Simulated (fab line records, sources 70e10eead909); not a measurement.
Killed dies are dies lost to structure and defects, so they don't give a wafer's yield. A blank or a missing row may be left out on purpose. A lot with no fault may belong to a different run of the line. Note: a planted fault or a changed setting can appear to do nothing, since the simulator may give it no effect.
What tool caused it?    flow nand-harc    13 lots with 39 wafers sampled at 4 steps, on a route of 1302 steps

## WHAT THE GAUGES READ, wafer by wafer
NHARC_A_ONON_D2_THK_MEAS_02: measures by ellipsometry.
lot   measured      on             thk-nm (nm)
L793  day 12 17:53  film-metro-02  1003 1003 1003
L794  day 13 14:11  film-metro-02  1009 1007 1009
L795  day 14 00:44  film-metro-02  999 999 999
L796  day 14 00:53  film-metro-02  994 996 994
L801  day 16 02:05  film-metro-01  991 992 993
L805  day 18 06:21  film-metro-01  1001 1004 1003
L808  day 18 21:05  film-metro-02  996 997 997
L810  day 19 14:56  film-metro-01  1001 1001 1002
L809  day 19 15:02  film-metro-02  983 983 984
L811  day 20 11:17  film-metro-02  1015 1014 1014
L814  day 21 09:03  film-metro-01  1004 1006 1004
L813  day 21 09:03  film-metro-02  988 988 987
L815  day 22 13:47  film-metro-01  981 983 984

NHARC_A_ONON_D2_THK_MEAS_24: measures by ellipsometry.
lot   measured      on             thk-nm (nm)
L793  day 13 04:40  film-metro-01  1008 1008 1007
L794  day 14 01:40  film-metro-02  1002 1001 1001
L795  day 14 11:33  film-metro-02  978 976 978
L796  day 14 11:32  film-metro-02  1020 1019 1019
L801  day 16 13:29  film-metro-02  1007 1005 1005
L805  day 18 17:10  film-metro-01  1006 1007 1006
L808  day 19 08:41  film-metro-02  1010 1008 1007
L810  day 20 03:23  film-metro-01  1026 1026 1024
L809  day 20 03:25  film-metro-02  1018 1018 1019
L811  day 20 22:04  film-metro-01  999 999 999
L814  day 21 20:27  film-metro-02  997 997 997
L813  day 21 20:26  film-metro-01  1009 1008 1008
L815  day 22 23:20  film-metro-02  993 996 995

NHARC_A_CHANNEL_HOLE_D2_CD_MEAS_10: target cd 100 nm.
lot   measured      on         cd-nm (nm)
L793  day 13 10:39  cd-sem-03  99.8 100.8 100.3
L794  day 14 07:22  cd-sem-03  100.3 100.4 100.0
L795  day 14 16:01  cd-sem-02  101.0 100.5 100.1
L796  day 14 15:52  cd-sem-03  99.7 100.1 100.1
L801  day 16 20:38  cd-sem-01  98.7 100.6 99.8
L805  day 18 21:38  cd-sem-02  99.8 100.4 100.5
L808  day 19 14:41  cd-sem-03  100.1 100.0 100.2
L810  day 20 08:45  cd-sem-01  99.8 100.1 99.7
L809  day 20 09:01  cd-sem-01  100.4 101.0 100.7
L811  day 21 02:33  cd-sem-03  100.3 100.2 99.6
L814  day 22 02:20  cd-sem-01  99.8 99.8 100.0
L813  day 22 01:31  cd-sem-03  99.2 100.1 100.3
L815  day 23 05:18  cd-sem-02  100.4 100.8 100.2

## WHICH TOOL RAN EACH LOT (tool, then ch and the chambers of the sampled wafers, then the start)
lot   NHARC_A_CHANNEL_HOLE_D2_DEVELOP_09
L793  litho-track-04 ch 0, day 13 10:00
L794  litho-track-06 ch 0, day 14 07:00
L795  litho-track-01 ch 0, day 14 15:00
L796  litho-track-01 ch 0, day 14 15:00
L801  litho-track-01 ch 0, day 16 20:00
L805  litho-track-04 ch 0, day 18 21:00
L808  litho-track-06 ch 0, day 19 14:00
L810  litho-track-06 ch 0, day 20 08:00
L809  litho-track-06 ch 0, day 20 08:00
L811  litho-track-06 ch 0, day 21 02:00
L814  litho-track-06 ch 0, day 22 02:00
L813  litho-track-04 ch 0, day 22 01:00
L815  litho-track-01 ch 0, day 23 05:00
- NHARC_A_CHANNEL_HOLE_D2_DEVELOP_09: develop time 35 s.

## AS READ BY THE TOOLS THEMSELVES (means over the sampled wafers that have a number; for cases with no such wafer, the mark the record gives instead)
The record holds no such reading with a usual standard deviation.

## THE ANSWER, worked out from the rows above alone
Rule: the usual values come from the lots themselves. Put in order of their means at a reading, lots are off if they are a third of the lots or fewer, leave a main group of 4 or more, and stand apart from it by a gap of 3 or more times the standard deviation of the main group's means; of several such gaps the widest counts. The tables above print the reading to a certain number of digits; a main group whose means all agree to those digits is not used. A lot without any number at a reading at which 4 lots or more have one is off too. The other lots that the step has rows for count as sound. The gauges are gone through in route order, then the tools' own readings, and for those a lot's mean is taken as printed above. The first step at which some lot is off is used, and at that step the reading that is off furthest; a lot without a number counts as furthest.
None of the lots is off at any reading shown; this tells nothing.

## WHAT HAD BEEN PUT IN BY THE SIMULATOR
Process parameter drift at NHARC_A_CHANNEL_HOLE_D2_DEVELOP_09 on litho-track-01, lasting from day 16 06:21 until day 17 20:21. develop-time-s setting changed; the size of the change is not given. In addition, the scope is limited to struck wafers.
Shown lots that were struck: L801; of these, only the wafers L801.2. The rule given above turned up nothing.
